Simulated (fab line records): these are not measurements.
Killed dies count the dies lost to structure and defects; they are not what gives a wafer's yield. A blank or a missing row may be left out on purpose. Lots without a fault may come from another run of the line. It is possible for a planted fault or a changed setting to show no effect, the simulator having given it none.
fab line records	flow n5Finfet
record lots=7	wafers=21
route steps=1938 shown BEOL_M6@1224 BEOL_M9@1401 BEOL_M11@1542 BEOL_M12@1623 BEOL_M13@1694 BEOL_M15@1819 PAD_METAL@1895 PASSIVATION@1930
startH: hours from the record's opening day to when the first of the lot's shown wafers began	waitH: how many hours have passed since the lot's step before this one	" repeats the value in the row above	L1.1+2: a row that stands for several wafers	- either no value or no given start	* or withheld: withheld	< > ~ a bound
route shown NAME@n: names a module that has steps shown in the file, with the first one's number in the route	usual: the fault-free wafers' mean and standard deviation	same: alike in all rows	chamber/n: place in a boat	sites: each site's reading	_std_site: their standard deviation	_edge_site: the outer-site mean with the inner-site mean subtracted	radiusMm: for every site, how far away it sits from the centre of the wafer	mask NAME#n: copy n	behind: tool/chamber where the wafer was last shaped	hold: what put the lot on hold/how long, in hours/how the hold closed	device: the n, p or np transistor that did not switch	end of line: at the end of the route, the tests of the same wafers	step lacking rows: just its recipe	killed: dies lost to structure and defects at the first sort, not the wafer's yield	map: a wafer's dies, x killed, . not, _ none there
set.NAME: the setting the step ran with; set.NAME@STEP: the setting that earlier step ran with	model.NAME: the simulator's own value behind a step, which no gauge read
one table per step and one row per wafer, for lots whose settings were changed on purpose
## steps
# step N5_BEOL_M6_EXPOSE_25
# recipe maskId=V5	na=0.33	sourceShape=annular	sigmaInner=0.4	sigmaOuter=0.8	polarization=unpolarized	targetCdNm=40	doseMj=45
lot.wafer	tool	chamber	startH	waitH	mask	set.doseMj
L079.1+3+5	euvScanner-01	0	213.08	-	V5#0	43.37
L080.2+5	euvScanner-02	0	224.79	-	V5#0	45
L080.4	"	0	"	"	V5#0	43.29
L084.2	euvScanner-02	0	239.11	-	V5#0	42.68
L084.3+4	"	0	"	"	V5#0	45
L089.2+3+6	euvScanner-02	0	281.05	-	V5#0	45
L091.3+5	euvScanner-02	0	299.15	-	V5#0	45
L091.6	"	0	"	"	V5#0	41.76
L097.2+4+6	euvScanner-01	0	327.21	-	V5#0	45
L096.1+5	euvScanner-01	0	330.42	-	V5#0	45
L096.4	"	0	"	"	V5#0	41.81
# step N5_BEOL_M6_PEB_26
# recipe pebTempC=100	pebTimeS=60	resist=CAR-EUV
# step N5_BEOL_M6_DEVELOP_27
# recipe developTimeS=30	developer=TMAH	resist=CAR-EUV	rinseLiquid=surfactantRinse	dry=airSpin	devTempC=23
# step N5_BEOL_M6_CD_MEAS_28
# recipe targetCdNm=40	landingEnergyEv=500	detector=seInlens
# usual cdNm=39.98/0.22
lot.wafer	tool	chamber	startH	waitH	set.doseMj@BEOL_M6_EXPOSE_25	cdNm
L079.1	cdSem-03	0	213.21	-	43.37	38.68
L079.3	"	0	"	"	43.37	38.87
L079.5	"	0	"	"	43.37	39.12
L080.2	cdSem-01	0	224.92	-	45	40.02
L080.4	"	0	"	"	43.29	39.06
L080.5	"	0	"	"	45	40.28
L084.2	cdSem-02	0	239.24	-	42.68	38.86
L084.3	"	0	"	"	45	39.51
L084.4	"	0	"	"	45	39.82
L089.2	cdSem-03	0	281.18	-	45	39.99
L089.3	"	0	"	"	45	40.46
L089.6	"	0	"	"	45	40.34
L091.3	cdSem-02	0	299.27	-	45	39.82
L091.5	"	0	"	"	45	40.02
L091.6	"	0	"	"	41.76	38.26
L097.2	cdSem-02	0	327.34	-	45	40.12
L097.4	"	0	"	"	45	40.31
L097.6	"	0	"	"	45	39.73
L096.1	cdSem-01	0	330.56	-	45	39.91
L096.4	"	0	"	"	41.81	38.37
L096.5	"	0	"	"	45	39.96
# step N5_BEOL_M6_DESCUM_33
# recipe chemistry=O2	timeS=7	sourcePowerW=50	biasPowerW=20	pressureMtorr=20	rfFrequencyHz=2.712e+07	tempC=40	resist=CAR-EUV	o2FlowSccm=225
lot.wafer	tool	chamber	startH	waitH	set.doseMj@BEOL_M6_EXPOSE_25	model.BEOL_M6.cdNm
L079.1	rieDiel-05	2	213.35	0.0	43.37	39
L079.3	"	3	"	"	43.37	39.2
L079.5	"	1	"	"	43.37	38.8
L080.2	rieDiel-05	1	225.04	0.0	45	39.6
L080.4	"	0	"	"	43.29	39
L080.5	"	3	"	"	45	39.8
L084.2	rieDiel-04	1	239.37	0.0	42.68	38.8
L084.3	"	0	"	"	45	40
L084.4	"	3	"	"	45	39.6
L089.2	rieDiel-04	3	281.37	0.0	45	40.2
L089.3+6	"	2,1	"	"	45	40.4
L091.3	rieDiel-04	3	299.39	0.0	45	39.8
L091.5	"	2	"	"	45	40
L091.6	"	3	"	"	41.76	38
L097.2+6	rieDiel-01	2	327.53	0.1	45	39.8
L097.4	"	1	"	"	45	40.2
L096.1	rieDiel-01	1	330.68	0.0	45	40.2
L096.4	"	3	"	"	41.81	38.4
L096.5	"	3	"	"	45	40
# step N5_BEOL_M6_ETCH_72
# recipe chemistry=N2/H2	target=underlayer	targetDepthA=65	maskMaterial=CAR-EUV	timeS=5.2	ionEnergyEv=200	pressureMtorr=30	sourceW=840	biasW=150	n2FlowSccm=200	h2FlowSccm=200	ends=cleared
lot.wafer	tool	chamber	startH	waitH	set.doseMj@BEOL_M6_EXPOSE_25	model.BEOL_M6.cdNm
L079.1+5	rieDiel-05	2,1	213.38	0.0	43.37	38.8
L079.3	"	3	"	"	43.37	39
L080.2+5	rieDiel-05	1,3	225.08	0.0	45	39.8
L080.4	"	0	"	"	43.29	39
L084.2	rieDiel-04	1	239.41	0.0	42.68	38.8
L084.3	"	0	"	"	45	40
L084.4	"	3	"	"	45	39.8
L089.2+6	rieDiel-04	3,1	281.40	0.0	45	40.4
L089.3	"	2	"	"	45	40.2
L091.3+5	rieDiel-04	3,2	299.42	0.0	45	40
L091.6	"	3	"	"	41.76	38.2
L097.2+6	rieDiel-01	2	327.57	0.0	45	39.8
L097.4	"	1	"	"	45	40.2
L096.1	rieDiel-01	1	330.71	0.0	45	40.2
L096.4	"	3	"	"	41.81	38.2
L096.5	"	3	"	"	45	40
# step N5_BEOL_M6_ETCH_65
# recipe chemistry=CF4	target=SiARC	targetDepthA=156	maskMaterial=CAR-EUV	timeS=26	ionEnergyEv=80	pressureMtorr=40	sourceW=545	biasW=36	Ar_flow_sccm=100	cf4FlowSccm=100	ends=cleared
lot.wafer	tool	chamber	startH	waitH	set.doseMj@BEOL_M6_EXPOSE_25	model.BEOL_M6.cdNm
L079.1+3	rieDiel-05	2,3	213.40	0.0	43.37	39
L079.5	"	1	"	"	43.37	38.8
L080.2	rieDiel-05	1	225.09	0.0	45	39.6
L080.4	"	0	"	"	43.29	39
L080.5	"	3	"	"	45	39.8
L084.2	rieDiel-04	1	239.42	0.0	42.68	38.8
L084.3	"	0	"	"	45	39.8
L084.4	"	3	"	"	45	39.6
L089.2+3	rieDiel-04	3,2	281.42	0.0	45	40.2
L089.6	"	1	"	"	45	40.4
L091.3	rieDiel-04	3	299.44	0.0	45	39.8
L091.5	"	2	"	"	45	40
L091.6	"	3	"	"	41.76	38
L097.2+6	rieDiel-01	2	327.58	0.0	45	40
L097.4	"	1	"	"	45	40.2
L096.1	rieDiel-01	1	330.73	0.0	45	40.2
L096.4	"	3	"	"	41.81	38.2
L096.5	"	3	"	"	45	39.8
# step N5_BEOL_M6_ETCH_66
# recipe chemistry=N2/H2	target=SOC	targetDepthA=800	overetchA=160	maskMaterial=SiARC	tempC=40	timeS=120	ionEnergyEv=200	pressureMtorr=30	sourceW=840	biasW=150	n2FlowSccm=200	h2FlowSccm=200
# usual rfVppV=523.6/3
lot.wafer	tool	chamber	startH	waitH	set.biasW	set.doseMj@BEOL_M6_EXPOSE_25	rfVppV	model.BEOL_M6.cdNm	model.SiARC_of_BEOL_M6_COAT_64.thkNm
L079.1	rieDiel-05	2	213.43	0.0	171	43.37	561.4	39.4	5.2
L079.3	"	3	"	"	171	43.37	571.0	39	5.2
L079.5	"	1	"	"	150	43.37	520.7	38.8	7
L080.2	rieDiel-05	1	225.12	0.0	163.4	45	549.2	39.6	6.2
L080.4	"	0	"	"	163.4	43.29	547.6	39.2	5.8
L080.5	"	3	"	"	150	45	526.5	39.8	6.4
L084.2	rieDiel-04	1	239.45	0.0	157.3	42.68	545.2	39.2	6.2
L084.3	"	0	"	"	150	45	526.2	39.2	6.6
L084.4	"	3	"	"	150	45	524.5	39.6	6.2
L089.2	rieDiel-04	3	281.45	0.0	150	45	525.7	40.4	6.2
L089.3	"	2	"	"	150	45	526.7	40.4	6.4
L089.6	"	1	"	"	150	45	526.7	40.6	6.6
L091.3	rieDiel-04	3	299.47	0.0	172.4	45	573.5	40	5.2
L091.5	"	2	"	"	172.4	45	573.6	40.2	5.4
L091.6	"	3	"	"	150	41.76	524.6	38.4	6.2
L097.2	rieDiel-01	2	327.61	0.0	150	45	523.7	40	5.8
L097.4	"	1	"	"	150	45	521.1	39.8	6.8
L097.6	"	2	"	"	150	45	525.6	40	6
L096.1	rieDiel-01	1	330.76	0.0	124.9	45	465.6	40	7.8
L096.4	"	3	"	"	124.9	41.81	469.9	37.6	7.4
L096.5	"	3	"	"	150	45	526.1	39.6	6.2
# step N5_BEOL_M9_ILD_DEP_00
# recipe material=SiCOH_lowk	targetThkA=3085.1	tempC=300	precursor=DEMS/porogen	pressureTorr=5	rfW=500	timeS=58
lot.wafer	tool	chamber	startH	waitH	set.timeS	model.SiCOH_lowk_of_BEOL_M9_ILD_DEP_00.thkNm
L079.1	pecvd-01	2	237.23	0.0	58	312.8
L079.3	"	0	"	"	58	306.6
L079.5	"	0	"	"	58	306.8
L080.2+4	pecvd-01	2,0	245.30	0.0	55.49	298.4
L080.5	"	2	"	"	58	316.2
L084.2	pecvd-01	2	256.98	0.0	60.43	321.8
L084.3	"	0	"	"	58	305.2
L084.4	"	0	"	"	58	306.6
L089.2	pecvd-03	2	303.23	0.0	58	305.8
L089.3	"	0	"	"	58	298.6
L089.6	"	0	"	"	58	304.4
L091.3	pecvd-04	0	315.73	0.0	63.25	335
L091.5	"	2	"	"	58	313.4
L091.6	"	0	"	"	63.25	342.8
L097.2	pecvd-03	1	349.21	0.0	58	305.6
L097.4	"	1	"	"	58	312
L097.6	"	0	"	"	60.65	324.8
L096.1	pecvd-03	2	349.40	0.0	58	302.6
L096.4	"	2	"	"	63.18	333.6
L096.5	"	0	"	"	58	309.2
# step N5_BEOL_M9_CURE_71
# recipe tempC=385	timeS=240	ambient=He/Ar	material=SiCOH_lowk
lot.wafer	tool	chamber	startH	waitH	set.timeS@BEOL_M9_ILD_DEP_00	model.SiCOH_lowk_of_BEOL_M9_ILD_DEP_00.thkNm
L079.1	uvCure-03	2	237.32	0.1	58	271.8
L079.3	"	2	"	"	58	266.2
L079.5	"	2	"	"	58	266.4
L080.2	uvCure-02	2	245.46	0.1	55.49	259.2
L080.4	"	2	"	"	55.49	259
L080.5	"	2	"	"	58	274.8
L084.2	uvCure-01	1	257.22	0.2	60.43	279.8
L084.3	"	1	"	"	58	265
L084.4	"	1	"	"	58	266.4
L089.2	uvCure-03	0	303.78	0.5	58	265.6
L089.3	"	0	"	"	58	259.4
L089.6	"	0	"	"	58	264.4
L091.3	uvCure-02	0	315.96	0.2	63.25	291.4
L091.5	"	0	"	"	58	272.2
L091.6	"	0	"	"	63.25	298.2
L097.2	uvCure-01	2	349.37	0.1	58	265.6
L097.4	"	2	"	"	58	271.2
L097.6	"	2	"	"	60.65	282.4
L096.1	uvCure-03	0	349.50	0.1	58	262.8
L096.4	"	0	"	"	63.18	290.2
L096.5	"	0	"	"	58	268.6
# step N5_BEOL_M9_THK_MEAS_01
# recipe reads=SiCOH_lowk_of_BEOL_M9_ILD_DEP_00
# usual M9_ILD_THK=268/4.4
lot.wafer	tool	chamber	startH	waitH	set.timeS@BEOL_M9_ILD_DEP_00	M9_ILD_THK[nm]
L079.1	filmMetro-01	-	237.83	0.4	58	272
L079.3	"	-	"	"	58	266
L079.5	"	-	"	"	58	266
L080.2	filmMetro-02	-	245.89	0.4	55.49	259
L080.4	"	-	"	"	55.49	259
L080.5	"	-	"	"	58	275
L084.2	filmMetro-01	-	258.05	0.7	60.43	280
L084.3	"	-	"	"	58	265
L084.4	"	-	"	"	58	266
L089.2	filmMetro-02	-	304.21	0.4	58	265
L089.3	"	-	"	"	58	259
L089.6	"	-	"	"	58	264
L091.3	filmMetro-02	-	316.32	0.3	63.25	291
L091.5	"	-	"	"	58	272
L091.6	"	-	"	"	63.25	298
L097.2	filmMetro-01	-	349.80	0.4	58	265
L097.4	"	-	"	"	58	271
L097.6	"	-	"	"	60.65	282
L096.1	filmMetro-01	-	350.01	0.4	58	263
L096.4	"	-	"	"	63.18	290
L096.5	"	-	"	"	58	269
# step N5_BEOL_M9_DEP_56
# recipe material=SiCN	targetThkA=150	tempC=withheld	precursor=3MS/NH3	pressureTorr=3	rfW=202	timeS=26.5
lot.wafer	tool	chamber	startH	waitH	set.timeS	model.SiCN_of_BEOL_M9_DEP_56.thkNm
L079.1	pecvd-04	1	246.21	0.0	26.5	14.6
L079.3	"	0	"	"	28.19	15.4
L079.5	"	0	"	"	26.5	14.8
L080.2+5	pecvd-03	0,2	253.93	0.0	30.07	17
L080.4	"	0	"	"	26.5	15.2
L084.2	pecvd-04	1	267.02	0.0	29.31	16.2
L084.3	"	2	"	"	26.5	14.6
L084.4	"	2	"	"	26.5	15
L089.2	pecvd-04	1	312.39	0.0	26.5	15
L089.3	"	0	"	"	26.5	14.8
L089.6	"	2	"	"	26.5	15.2
L091.3	pecvd-01	2	323.44	0.0	28.04	16
L091.5	"	2	"	"	28.04	16.2
L091.6	"	0	"	"	26.5	15.4
L097.2	pecvd-01	2	357.81	0.0	26.5	15
L097.4+6	"	2,0	"	"	27.56	15.8
L096.1	pecvd-03	0	358.08	0.0	26.5	14.8
L096.4	"	2	"	"	26.5	15
L096.5	"	1	"	"	26.5	15.2
# step N5_BEOL_M11_COAT_60
# recipe resist=SiARC	tempC=220	timeS=60	spinRpm=1500	resistThkNm=30
lot.wafer	tool	chamber	startH	waitH	set.spinRpm	model.SiARC_of_BEOL_M11_COAT_60.thkNm
L079.1	lithoTrack-04	0	-	-	1500	30
L079.3	"	0	"	"	1647	28.8
L079.5	"	0	"	"	1500	30.2
L080.2+4+5	lithoTrack-04	0	-	-	1500	30.2
L084.2+3	lithoTrack-02	0	-	-	1500	30
L084.4	"	0	"	"	1563	29.4
L089.2+3+6	lithoTrack-04	0	-	-	1500	30
L091.3	lithoTrack-03	0	-	-	1500	30.2
L091.5+6	"	0	"	"	1500	30
L097.2+4	lithoTrack-02	0	-	-	1610	28.8
L097.6	"	0	"	"	1500	29.8
L096.1+4+5	lithoTrack-04	0	-	-	1500	30
# step N5_BEOL_M11_COAT_05
# recipe resist=CAR-ArF	spinRpm=1500	resistThkNm=90
# step N5_BEOL_M11_EBR_07
# recipe solvent=PGMEA	ebrWidthMm=1.5
# step N5_BEOL_M11_DESCUM_16
# recipe chemistry=O2	timeS=7.9	sourcePowerW=50	biasPowerW=20	pressureMtorr=20	rfFrequencyHz=2.712e+07	tempC=40	resist=CAR-ArF	o2FlowSccm=225
# step N5_BEOL_M11_ETCH_61
# recipe chemistry=CF4	target=SiARC	targetDepthA=390	maskMaterial=CAR-ArF	timeS=65	ionEnergyEv=80	pressureMtorr=40	sourceW=545	biasW=36	Ar_flow_sccm=100	cf4FlowSccm=100	ends=cleared
lot.wafer	tool	chamber	startH	waitH	set.spinRpm@BEOL_M11_COAT_60	model.etch.depthNm	model.CAR-ArF_of_BEOL_M11_COAT_05.thkNm
L079.1	rieDiel-02	0	257.12	0.0	1500	30.08	55.6
L079.3	"	2	"	"	1647	28.76	56.8
L079.5	"	3	"	"	1500	30.17	55.4
L080.2	rieDiel-03	1	270.28	0.0	1500	30.11	55.6
L080.4	"	3	"	"	1500	30.19	55.8
L080.5	"	1	"	"	1500	30.22	55.6
L084.2	rieDiel-06	2	279.51	0.0	1500	29.98	56
L084.3	"	3	"	"	1500	29.94	55.6
L084.4	"	1	"	"	1563	29.35	56.2
L089.2	rieDiel-02	3	328.29	0.0	1500	30.09	55.4
L089.3	"	1	"	"	1500	30.09	55.8
L089.6	"	1	"	"	1500	30.09	55.6
L091.3	rieDiel-02	3	332.96	0.0	1500	30.16	55.4
L091.5	"	1	"	"	1500	30.05	55.6
L091.6	"	0	"	"	1500	30.08	55.2
L097.2	rieDiel-03	1	368.96	0.0	1610	28.87	56.2
L097.4	"	2	"	"	1610	28.8	56.6
L097.6	"	0	"	"	1500	29.9	55.4
L096.1	rieDiel-03	3	369.27	0.0	1500	30.07	55.8
L096.4	"	1	"	"	1500	30.01	55.8
L096.5	"	2	"	"	1500	29.99	56
# step N5_BEOL_M12_COAT_65
# recipe resist=SOC	tempC=250	timeS=60	spinRpm=1500	resistThkNm=300
lot.wafer	tool	chamber	startH	waitH	set.spinRpm	model.SOC_of_BEOL_M12_COAT_65.thkNm
L079.1	lithoTrack-03	0	263.57	0.0	1500	299.6
L079.3	"	0	"	"	1610	288.4
L079.5	"	0	"	"	1610	289.4
L080.2	lithoTrack-01	0	277.44	0.0	1500	300.4
L080.4	"	0	"	"	1638	287.6
L080.5	"	0	"	"	1500	301.2
L084.2	lithoTrack-05	0	286.32	0.0	1500	299.2
L084.3	"	0	"	"	1335	318.6
L084.4	"	0	"	"	1500	300
L089.2	lithoTrack-05	0	334.70	0.0	1500	301.4
L089.3	"	0	"	"	1500	300.4
L089.6	"	0	"	"	1500	301
L091.3	lithoTrack-01	0	339.59	0.0	1413	310.4
L091.5	"	0	"	"	1500	300.2
L091.6	"	0	"	"	1500	299.6
L097.2	lithoTrack-03	0	373.85	0.0	1627	288.8
L097.4	"	0	"	"	1500	302.6
L097.6	"	0	"	"	1627	288
L096.1	lithoTrack-01	0	374.78	0.0	1662	284.4
L096.4	"	0	"	"	1500	299.2
L096.5	"	0	"	"	1500	298.8
# step N5_BEOL_M13_ETCH_68
# recipe chemistry=N2/H2	target=SOC	maskMaterial=SiARC	sourceW=3000	biasW=350	tempC=40	timeS=355	ionEnergyEv=200	pressureMtorr=30	n2FlowSccm=200	h2FlowSccm=200
lot.wafer	tool	chamber	startH	waitH	set.timeS	model.SiARC_of_BEOL_M13_COAT_66.thkNm
L079.1	rieDiel-06	0	274.08	0.1	355	76.4
L079.3	"	2	"	"	355	78.4
L079.5	"	3	"	"	355	76.2
L080.2	rieDiel-02	1	283.30	0.1	355	77.8
L080.4+5	"	3	"	"	355	77
L084.2	rieDiel-03	2	292.60	0.1	405.5	72
L084.3	"	1	"	"	355	76.6
L084.4	"	3	"	"	355	77.8
L089.2	rieDiel-06	0	341.15	0.1	355	77.6
L089.3	"	1	"	"	355	77
L089.6	"	2	"	"	355	79.2
L091.3	rieDiel-02	0	349.07	0.1	313.4	81
L091.5	"	0	"	"	355	76.6
L091.6	"	1	"	"	313.4	81.2
L097.2	rieDiel-03	2	381.46	0.1	355	76.4
L097.4	"	3	"	"	355	76
L097.6	"	3	"	"	303.6	81.4
L096.1	rieDiel-03	2	382.46	0.1	311.5	80.2
L096.4	"	0	"	"	311.5	81.2
L096.5	"	1	"	"	355	76.6
# step N5_BEOL_M15_SPUTTER_43
# recipe material=TaN	targetThkA=150	tempC=50	biasV=168.6	powerW=15000	chamberPressurePa=0.12	timeS=24.19
lot.wafer	tool	chamber	startH	waitH	set.powerW	model.TaN_of_BEOL_M15_SPUTTER_43.thkNm
L079.1	pvdSputter-03	-	291.84	0.0	15000	15.4
L079.3	"	-	"	"	17610	17.8
L079.5	"	-	"	"	17610	17.4
L080.2	pvdSputter-02	-	298.26	0.0	16960	17.4
L080.4	"	-	"	"	15000	15.4
L080.5	"	-	"	"	16960	17.2
L084.2+4	pvdSputter-02	-	311.47	0.0	17620	17.6
L084.3	"	-	"	"	15000	15.2
L089.2+6	pvdSputter-02	-	352.66	0.0	15000	15.2
L089.3	"	-	"	"	15000	15
L091.3	pvdSputter-03	-	364.81	0.0	17150	17.2
L091.5	"	-	"	"	17150	17.4
L091.6	"	-	"	"	15000	15
L097.2	pvdSputter-03	-	397.80	0.0	16000	16
L097.4	"	-	"	"	15000	15.2
L097.6	"	-	"	"	15000	15
L096.1	pvdSputter-02	-	397.83	0.0	15980	16.4
L096.4	"	-	"	"	15000	15.2
L096.5	"	-	"	"	15980	16
# step N5_PASSIVATION_SPUTTER_20
# recipe material=TaN	targetThkA=500	tempC=25	chamberPressurePa=0.4
lot.wafer	tool	chamber	startH	waitH	set.targetThkA	model.TaN_of_PASSIVATION_SPUTTER_20.thkNm
L079.1	pvdSputter-03	-	303.01	0.0	500	48.8
L079.3	"	-	"	"	500	50
L079.5	"	-	"	"	500	49.2
L080.2	pvdSputter-03	-	307.33	0.0	473.1	47
L080.4+5	"	-	"	"	500	48.8
L084.2	pvdSputter-03	-	322.79	0.0	434.4	44.2
L084.3	"	-	"	"	500	49.6
L084.4	"	-	"	"	500	49.4
L089.2	pvdSputter-03	-	364.37	0.0	500	50.6
L089.3	"	-	"	"	500	49.4
L089.6	"	-	"	"	500	49
L091.3	pvdSputter-02	-	375.13	0.0	500	49.2
L091.5	"	-	"	"	460.7	45.6
L091.6	"	-	"	"	500	50
L097.2	pvdSputter-03	-	407.79	0.0	458.1	45.8
L097.4	"	-	"	"	458.1	45.2
L097.6	"	-	"	"	500	50.2
L096.1	pvdSputter-02	-	408.06	0.0	500	51
L096.4	"	-	"	"	549.8	55.2
L096.5	"	-	"	"	500	51.2
# step N5_PASSIVATION_ETCH_54
# recipe chemistry=CHF3/O2	target=SiO2	targetDepthA=8800	CHF3_flow_sccm=50	O2_flow_sccm=5	Ar_flow_sccm=200	timeS=440	maskMaterial=PR	pressureMtorr=30	sourceW=650	biasW=170	ionEnergyEv=200
# usual rfVppV=533/20
lot.wafer	tool	chamber	startH	waitH	set.sourceW	rfVppV	model.etch.depthNm	model.PASSIVATION.featureDepthNm
L079.1	rieDiel-01	3	305.67	0.1	650	561	866.6	866.6
L079.3	"	0	"	"	650	564	859.6	859.6
L079.5	"	1	"	"	686.6	502	882.1	882
L080.2	rieDiel-05	2	311.17	0.1	733.2	486	907.9	907.8
L080.4	"	2	"	"	733.2	486	911.6	911.6
L080.5	"	1	"	"	650	523	839.7	839.8
L084.2	rieDiel-05	3	325.71	0.1	650	515	907	907
L084.3	"	1	"	"	557.7	563	787	787
L084.4	"	2	"	"	650	515	882.2	882.2
L089.2	rieDiel-04	3	367.20	0.1	650	513	911.2	911.2
L089.3	"	1	"	"	650	525	872.6	872.6
L089.6	"	1	"	"	650	524	872.3	872.4
L091.3	rieDiel-04	1	378.31	0.1	650	524	858.1	858
L091.5	"	0	"	"	746.8	502	899.1	899
L091.6	"	3	"	"	650	514	892.2	892.2
L097.2	rieDiel-04	0	410.60	0.1	650	535	873.4	873.4
L097.4	"	3	"	"	750.7	478	950	950
L097.6	"	3	"	"	750.7	478	950.9	950.8
L096.1	rieDiel-05	3	410.91	0.1	537.3	564	837.5	837.6
L096.4	"	0	"	"	650	519	894.2	894.2
L096.5	"	0	"	"	650	518	894.9	894.8
## key
split step=N5_BEOL_M6_EXPOSE_25	setting=doseMj	stated=45	by=wafer
response step=N5_BEOL_M6_CD_MEAS_28	reading=cdNm	change=+0.219	per=1%	r=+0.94
response step=N5_BEOL_M6_DESCUM_33	reading=model.BEOL_M6.cdNm	change=+0.234	per=1%	r=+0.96
response step=N5_BEOL_M6_ETCH_72	reading=model.BEOL_M6.cdNm	change=+0.246	per=1%	r=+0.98
response step=N5_BEOL_M6_ETCH_65	reading=model.BEOL_M6.cdNm	change=+0.236	per=1%	r=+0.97
response step=N5_BEOL_M6_ETCH_66	reading=model.BEOL_M6.cdNm	change=+0.215	per=1%	r=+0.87
split step=N5_BEOL_M6_ETCH_66	setting=biasW	stated=150	by=wafer
response step=N5_BEOL_M6_ETCH_66	reading=rfVppV	change=+3.28	per=1%	r=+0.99
response step=N5_BEOL_M6_ETCH_66	reading=model.SiARC_of_BEOL_M6_COAT_64.thkNm	change=-0.083	per=1%	r=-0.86
split step=N5_BEOL_M9_ILD_DEP_00	setting=timeS	stated=58	by=wafer
response step=N5_BEOL_M9_ILD_DEP_00	reading=model.SiCOH_lowk_of_BEOL_M9_ILD_DEP_00.thkNm	change=+3.18	per=1%	r=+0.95
response step=N5_BEOL_M9_CURE_71	reading=model.SiCOH_lowk_of_BEOL_M9_ILD_DEP_00.thkNm	change=+2.81	per=1%	r=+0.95
response step=N5_BEOL_M9_THK_MEAS_01	reading=M9_ILD_THK	change=+2.81	per=1%	r=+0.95
split step=N5_BEOL_M9_DEP_56	setting=timeS	stated=26.5	by=wafer
response step=N5_BEOL_M9_DEP_56	reading=model.SiCN_of_BEOL_M9_DEP_56.thkNm	change=+0.132	per=1%	r=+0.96
split step=N5_BEOL_M11_COAT_60	setting=spinRpm	stated=1500	by=wafer
response step=N5_BEOL_M11_COAT_60	reading=model.SiARC_of_BEOL_M11_COAT_60.thkNm	change=-0.135	per=1%	r=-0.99
response step=N5_BEOL_M11_ETCH_61	reading=model.etch.depthNm	change=-0.142	per=1%	r=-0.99
response step=N5_BEOL_M11_ETCH_61	reading=model.CAR-ArF_of_BEOL_M11_COAT_05.thkNm	change=+0.13	per=1%	r=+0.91
split step=N5_BEOL_M12_COAT_65	setting=spinRpm	stated=1500	by=wafer
response step=N5_BEOL_M12_COAT_65	reading=model.SOC_of_BEOL_M12_COAT_65.thkNm	change=-1.55	per=1%	r=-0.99
split step=N5_BEOL_M13_ETCH_68	setting=timeS	stated=355	by=wafer
response step=N5_BEOL_M13_ETCH_68	reading=model.SiARC_of_BEOL_M13_COAT_66.thkNm	change=-0.361	per=1%	r=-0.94
split step=N5_BEOL_M15_SPUTTER_43	setting=powerW	stated=15000	by=wafer
response step=N5_BEOL_M15_SPUTTER_43	reading=model.TaN_of_BEOL_M15_SPUTTER_43.thkNm	change=+0.141	per=1%	r=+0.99
split step=N5_PASSIVATION_SPUTTER_20	setting=targetThkA	stated=500	by=wafer
response step=N5_PASSIVATION_SPUTTER_20	reading=model.TaN_of_PASSIVATION_SPUTTER_20.thkNm	change=+0.442	per=1%	r=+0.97
split step=N5_PASSIVATION_ETCH_54	setting=sourceW	stated=650	by=wafer
response step=N5_PASSIVATION_ETCH_54	reading=rfVppV	change=-2.98	per=1%	r=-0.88
response step=N5_PASSIVATION_ETCH_54	reading=model.etch.depthNm	change=+4.37	per=1%	r=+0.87
response step=N5_PASSIVATION_ETCH_54	reading=model.PASSIVATION.featureDepthNm	change=+4.37	per=1%	r=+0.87
